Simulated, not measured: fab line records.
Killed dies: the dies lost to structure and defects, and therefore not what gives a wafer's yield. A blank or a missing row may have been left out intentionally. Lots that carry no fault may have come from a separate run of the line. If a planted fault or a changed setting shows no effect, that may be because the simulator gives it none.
Split-lot experiment + flow n5 finfet + on a route of 1938 steps: 7 lots, 21 wafers read

## ABOUT THE SPLIT
At N5_PASSIVATION_EXPOSE_27 (exposes mask PAD, defocus 0 nm), the setting dose mj was moved away from the recipe's 32.3 on 5 of the 21 wafers read, by -6.8% to +6.3%. The other wafers ran this setting at the recipe's value.

## FROM THE SPLIT TO THE READING: what the file shows between them, 3 steps
- N5_PASSIVATION_PEB_28
- N5_PASSIVATION_DEVELOP_29: develop time 60 s
- N5_PASSIVATION_HARDBAKE_31: time 120 s

## THE READING
cd nm, in nm, at N5_PASSIVATION_CD_MEAS_30 (target cd 4000 nm). A value of 3999.7 nm with a standard deviation of 1.9 nm is what fault-free wafers of this fab line usually give.

| wafer  | tool, chamber at the split | dose mj as run | against the recipe | cd nm, nm | against lot-mates on the recipe |
|--------|----------------------------|----------------|--------------------|-----------|---------------------------------|
| L076.1 | krf scanner-01, 0          | 32.3           | recipe             | 4004.9    | -                               |
| L076.2 | krf scanner-01, 0          | 32.3           | recipe             | 4000.4    | -                               |
| L076.4 | krf scanner-01, 0          | 30.11          | -6.8%              | 3989.4    | -13.2                           |
| L080.1 | krf scanner-01, 0          | 32.3           | recipe             | 3999.1    | -                               |
| L080.4 | krf scanner-01, 0          | 32.3           | recipe             | 4003.4    | -                               |
| L080.6 | krf scanner-01, 0          | 32.3           | recipe             | 4000.0    | -                               |
| L079.2 | krf scanner-02, 0          | 32.3           | recipe             | 4001.7    | -                               |
| L079.5 | krf scanner-02, 0          | 32.3           | recipe             | 4000.0    | -                               |
| L079.6 | krf scanner-02, 0          | 32.3           | recipe             | 3999.1    | -                               |
| L092.4 | krf scanner-01, 0          | 32.3           | recipe             | 3996.7    | -                               |
| L092.5 | krf scanner-01, 0          | 32.3           | recipe             | 4000.6    | -                               |
| L092.6 | krf scanner-01, 0          | 32.3           | recipe             | 3998.9    | -                               |
| L093.2 | krf scanner-01, 0          | 31.05          | -3.9%              | 3993.0    | -4.3                            |
| L093.3 | krf scanner-01, 0          | 31.05          | -3.9%              | 3993.6    | -3.7                            |
| L093.4 | krf scanner-01, 0          | 32.3           | recipe             | 3997.3    | -                               |
| L094.4 | krf scanner-02, 0          | 32.3           | recipe             | 4000.1    | -                               |
| L094.5 | krf scanner-02, 0          | 32.3           | recipe             | 4001.3    | -                               |
| L094.6 | krf scanner-02, 0          | 32.3           | recipe             | 4001.3    | -                               |
| L096.1 | krf scanner-01, 0          | 34.33          | +6.3%              | 4008.7    | +8.0                            |
| L096.2 | krf scanner-01, 0          | 32.3           | recipe             | 4000.7    | -                               |
| L096.4 | krf scanner-01, 0          | 34.33          | +6.3%              | 4011.2    | +10.5                           |

FIT RESULTS
A straight line over all 21 wafers: cd nm changes by +1.61 nm for each +1% of dose mj; r = +0.93; the points scatter about the line by 1.9 nm.
The same after taking each lot's own level away (the mean of its wafers on the recipe; 21 wafers): +1.53 nm for each +1%; r = +0.94; scatter 1.7 nm.
That fit puts the effect of the largest move of dose mj on the reading at 10 nm.
The lots' own levels span 3997.30 to 4002.65 nm, that is 2.8 times the standard deviation above.
Hence the lot-to-lot level has little effect on the slope; both slopes agree.
Check: -8.9 nm against its lot-mates is what the line predicts for one of the wafers moved furthest among these (-6.8%) when that wafer is left out of the fit. It came out at -13.2 nm against them.

## FURTHER SPLITS ON THESE WAFERS
Note: prior to the reading, these wafers also went through further splits. Each is held against what the fit with the lots' levels taken away leaves over:
| other split on the same wafers | wafers away from the commonest value | r with cd nm (lot level and that fit taken away) |
|--------------------------------|--------------------------------------|--------------------------------------------------|
| N5_BEOL_M12_ETCH_68 time s     | 8                                    | +0.25                                            |
| N5_BEOL_M14_COAT_66 spin rpm   | 7                                    | +0.13                                            |
| N5_BEOL_M14_EXPOSE_25 dose mj  | 8                                    | +0.14                                            |

## FILE'S OWN FIT
cd nm changes by +1.63 nm for each +1% of dose mj, r = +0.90.
